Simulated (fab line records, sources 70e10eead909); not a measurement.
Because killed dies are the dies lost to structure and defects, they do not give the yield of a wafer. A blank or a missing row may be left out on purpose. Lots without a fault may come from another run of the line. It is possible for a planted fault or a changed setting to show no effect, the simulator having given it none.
A lot that was struck, set against a sound lot :: flow nand_harc :: 41 steps out of a route of 1159
Sound: wafers L632.1, L632.2, L632.3. Struck: wafers L644.2, L644.4, L644.6. Last of all comes the cause.
Order at every step that has rows: each side's tool, ch and its chambers, its first start. Under that, the readings that differ: sound wafers :: struck wafers :: difference of the means :: sigmas: that difference in standard deviations of wafers without a fault.
alike: readings with means less than 2 such deviations apart, plus words and numbers identical on both sides. not compared: withheld readings, readings lacking a value on some wafer, bounds such as >300 that could conceal the same value, and numbers that have no deviation in the record and whose values overlap.
A row with sigmas, a row that says differs or no value, or rows on one side alone: a step with any of these is where the two part. Numbers that have no deviation but don't overlap get no sigmas and don't part them. A reading that every wafer of one side lacks parts them only if that side has two wafers or more.

first, 5 steps without rows for these wafers: NHARC_A_M1_SOFTBAKE_04 (time 55 s); NHARC_A_M1_EBR_05; NHARC_A_M1_EXPOSE_06 (exposes mask A M1, target cd 120 nm); NHARC_A_M1_PEB_07 (peb time 65 s); NHARC_A_M1_DEVELOP_08 (develop time 35 s).
NHARC_A_M1_CD_MEAS_09 targets a cd of 120 nm.
  sound on cd_sem-01 ch 0, day 19 11:21; struck on cd_sem-01 ch 0, day 22 08:52
  alike: cd_nm
NHARC_A_M1_OVL_MEAS_10: pitch 240 nm.
  struck on overlay-02, day 22 08:58; sound on overlay-01, day 19 11:26
reading: overlay_y_nm (nm)
sound: -0.6 -0.9 -1.0
struck: 0.7 1.3 1.7
difference: +2.1
sigmas: +3
  alike: overlay_x_nm
NHARC_A_M1_INSPECT_11:
  struck on defect_inspect-01, day 22 09:01; sound on defect_inspect-01, day 19 11:29
  alike: raw_defect_count
then, 2 steps without rows for these wafers: NHARC_A_M1_DESCUM_14 (chemistry O2, time 3 s); NHARC_A_M1_ETCH_35 (etches the open film in N2/H2, target depth 40 nm, overetch 12 nm, time 43.94 s).
NHARC_A_M1_ETCH_15: etches the open film in C4F8/Ar, target depth 182.5 nm, time 91.2 s.
  sound on rie_diel-06 ch 1,2,3; struck on rie_diel-05 ch 1,2
  alike: chamber_pressure_mTorr, oes_product_au, rf_vpp_V
  not compared: rf_hours_counter_h
NHARC_A_M1_CD_MEAS_16:
  struck on cd_sem-02, day 22 09:25; sound on cd_sem-01, day 19 11:52
  alike: cd_nm
NHARC_A_M1_STRIP_18: strips in N2/H2.
  sound on rie_diel-10 ch 0,1,3, day 19 11:56; struck on rie_diel-05 ch 1,2, day 22 09:32
reading: oes_product_au (a.u.)
sound: 0.993 0.997 1.009
struck: 1.013 1.016 1.030
difference: +0.020
sigmas: +2
  alike: chamber_pressure_mTorr, drypump_motor_current_A, h2_flow_sccm, rf_vpp_V, showerhead_plenum_p_Torr, throttle_valve_pct
  not compared: rf_hours_counter_h
NHARC_A_M1_ETCH_28: etches the open film in CF4/N2, target depth 30 nm, time 72.99 s.
  sound on rie_diel-10 ch 0,1,3; struck on rie_diel-05 ch 1,2
  alike: chamber_pressure_mTorr, drypump_motor_current_A, oes_product_au, rf_vpp_V, showerhead_plenum_p_Torr, throttle_valve_pct
  not compared: rf_hours_counter_h
then, 2 steps without rows for these wafers: NHARC_A_M1_STRIP_19 (strips in post etch residue remover, time 600 s); NHARC_A_M1_DEGAS_29 (time 60 s).
NHARC_A_M1_PRE_CLEAN_30: time 30 s.
  sound on pvd_sputter-02; struck on pvd_sputter-02
  alike: heater_power_w
NHARC_A_M1_PVD_20: deposits TaN, target thk 5 nm, time 8.06 s.
  sound on pvd_sputter-02; struck on pvd_sputter-02
  alike: throttle_valve_pct
NHARC_A_M1_PVD_21: deposits Cu, target thk 30 nm, time 20.49 s.
  sound on pvd_sputter-02; struck on pvd_sputter-02
  alike: throttle_valve_pct
then, 3 steps without rows for these wafers: NHARC_A_M1_ECD_22 (material Cu, target thk 400 nm); NHARC_A_M1_ANNEAL_31 (time 90 s); NHARC_A_M1_CMP_23 (polishes, t overpolish 20 s, target thk 154.34 nm).
NHARC_A_M1_THK_MEAS_24: measures by xrf.
  struck on film_metro-01, day 22 11:36; sound on film_metro-02, day 19 14:01
  alike: thk_nm
then, 5 steps without rows for these wafers: NHARC_A_M1_SRD_25; NHARC_A_M1_PRE_CLEAN_32 (time 12 s); NHARC_A_M1_DEP_33 (deposits SiCN, target thk 30 nm); NHARC_A_BONDPAD_DEP_00 (deposits SiCN, target thk 250 nm); NHARC_A_BONDPAD_CMP_29 (polishes SiCN, target thk 200 nm).
NHARC_A_BONDPAD_THK_MEAS_30: measures by ellipsometry.
  struck on film_metro-02, day 22 13:29; sound on film_metro-02, day 19 15:31
  alike: thk_nm
then, 10 steps without rows for these wafers: NHARC_A_BONDPAD_SRD_31; NHARC_A_BONDPAD_DEHYDRATE_01 (time 120 s); NHARC_A_BONDPAD_HMDS_02 (time 30 s); NHARC_A_BONDPAD_COAT_33 (time 65 s); NHARC_A_BONDPAD_COAT_03 (resist thk 600 nm); NHARC_A_BONDPAD_SOFTBAKE_04 (time 70 s); NHARC_A_BONDPAD_EBR_05; NHARC_A_BONDPAD_EXPOSE_06 (exposes mask A BPAD); NHARC_A_BONDPAD_PEB_07 (peb time 80 s); NHARC_A_BONDPAD_DEVELOP_08 (time 50 s).
NHARC_A_BONDPAD_CD_MEAS_09 targets a cd of 500 nm.
  sound on cd_sem-02 ch 0, day 19 15:58; struck on cd_sem-03 ch 0, day 22 13:55
  alike: cd_nm
NHARC_END_SORT_01:
  at this point the record logs the struck wafers (prober-01 ch 0, day 23 21:02) and has no rows for the sound ones

WHERE THEY PART
First at NHARC_A_M1_OVL_MEAS_10; last, within this record, at NHARC_END_SORT_01.

WHY: what had been put in by the simulator
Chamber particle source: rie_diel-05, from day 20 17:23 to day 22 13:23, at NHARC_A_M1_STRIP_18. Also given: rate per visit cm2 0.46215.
